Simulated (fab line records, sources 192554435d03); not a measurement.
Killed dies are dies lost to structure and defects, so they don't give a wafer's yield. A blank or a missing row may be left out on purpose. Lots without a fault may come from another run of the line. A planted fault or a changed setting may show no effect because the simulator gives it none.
Split-lot experiment | flow n5_finfet | 7 lots, 39 wafers read, on a route of 1938 steps

THE SPLIT
At N5_DUMMY_GATE_HM_DEP_06 (deposits SiNx from DCS/NH3, target thk 80 nm, time 5141 s), the setting time_s was moved away from the recipe's 5141 s on 18 of the 39 wafers read, by -7.3% to +4.5%. The other wafers ran this setting at the recipe's value.

The reading is taken at the split's own step.

THE READING
SiNx_of_DUMMY_GATE_HM_DEP_06.thk_nm (the simulator's own value, which no gauge read), in nm, at N5_DUMMY_GATE_HM_DEP_06 (deposits SiNx from DCS/NH3, target thk 80 nm, time 5141 s). The file gives no usual value for it. The 21 wafers here that ran the recipe average 80.0 nm, standard deviation 0.5 nm.

wafer  | tool, chamber at the split | time_s as run, s | against the recipe | SiNx_of_DUMMY_GATE_HM_DEP_06.thk_nm, nm | against lot-mates on the recipe
L074.1 | -, -                       | 4854             | -5.6%              | 74.6                                    | no lot-mate on the recipe
L074.2 | -, -                       | 4854             | -5.6%              | 74.6                                    | no lot-mate on the recipe
L074.5 | -, -                       | 4854             | -5.6%              | 74.6                                    | no lot-mate on the recipe
L074.3 | -, -                       | 4854             | -5.6%              | 74.2                                    | no lot-mate on the recipe
L074.6 | -, -                       | 4854             | -5.6%              | 74.2                                    | no lot-mate on the recipe
L074.4 | -, -                       | 4854             | -5.6%              | 74.8                                    | no lot-mate on the recipe
L085.1 | -, -                       | 5374             | +4.5%              | 84.4                                    | no lot-mate on the recipe
L085.4 | -, -                       | 5374             | +4.5%              | 84.4                                    | no lot-mate on the recipe
L085.2 | -, -                       | 5374             | +4.5%              | 84.2                                    | no lot-mate on the recipe
L085.3 | -, -                       | 5374             | +4.5%              | 84.2                                    | no lot-mate on the recipe
L085.5 | -, -                       | 5374             | +4.5%              | 84.8                                    | no lot-mate on the recipe
L085.6 | -, -                       | 5374             | +4.5%              | 83.2                                    | no lot-mate on the recipe
L091.1 | lpcvd-02, 0/15,0/29        | 5141             | recipe             | 79.6                                    | -
L091.4 | lpcvd-02, 0/15,0/29        | 5141             | recipe             | 79.6                                    | -
L091.6 | lpcvd-02, 0/39             | 5141             | recipe             | 79.4                                    | -
L092.1 | -, -                       | 5141             | recipe             | 79                                      | -
L092.2 | -, -                       | 5141             | recipe             | 80                                      | -
L092.3 | -, -                       | 5141             | recipe             | 79.4                                    | -
L092.4 | -, -                       | 5141             | recipe             | 79.6                                    | -
L092.5 | -, -                       | 5141             | recipe             | 79.8                                    | -
L092.6 | -, -                       | 5141             | recipe             | 79.8                                    | -
L095.1 | -, -                       | 5141             | recipe             | 80.8                                    | -
L095.2 | -, -                       | 5141             | recipe             | 80                                      | -
L095.6 | -, -                       | 5141             | recipe             | 80                                      | -
L095.3 | -, -                       | 5141             | recipe             | 80.6                                    | -
L095.4 | -, -                       | 5141             | recipe             | 79.6                                    | -
L095.5 | -, -                       | 5141             | recipe             | 80.2                                    | -
L096.1 | -, -                       | 4765             | -7.3%              | 73.8                                    | no lot-mate on the recipe
L096.2 | -, -                       | 4765             | -7.3%              | 73.6                                    | no lot-mate on the recipe
L096.4 | -, -                       | 4765             | -7.3%              | 73.6                                    | no lot-mate on the recipe
L096.3 | -, -                       | 4765             | -7.3%              | 74.2                                    | no lot-mate on the recipe
L096.6 | -, -                       | 4765             | -7.3%              | 74.2                                    | no lot-mate on the recipe
L096.5 | -, -                       | 4765             | -7.3%              | 73.4                                    | no lot-mate on the recipe
L097.1 | -, -                       | 5141             | recipe             | 80.2                                    | -
L097.2 | -, -                       | 5141             | recipe             | 80.2                                    | -
L097.3 | -, -                       | 5141             | recipe             | 80.8                                    | -
L097.4 | -, -                       | 5141             | recipe             | 81                                      | -
L097.5 | -, -                       | 5141             | recipe             | 80                                      | -
L097.6 | -, -                       | 5141             | recipe             | 80                                      | -
Where a row lists several chambers, the file gives one row for several wafers and doesn't say which wafer went through which chamber.

THE FIT
A straight line over all 39 wafers: SiNx_of_DUMMY_GATE_HM_DEP_06.thk_nm changes by +0.904 nm for each +1% of time_s; r = +0.99; the points scatter about the line by 0.51 nm.
Too few moved wafers have a lot-mate on the recipe to fit a line with each lot's own level taken away.

THE FILE'S OWN FIT
SiNx_of_DUMMY_GATE_HM_DEP_06.thk_nm changes by +0.904 nm for each +1% of time_s, r = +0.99.
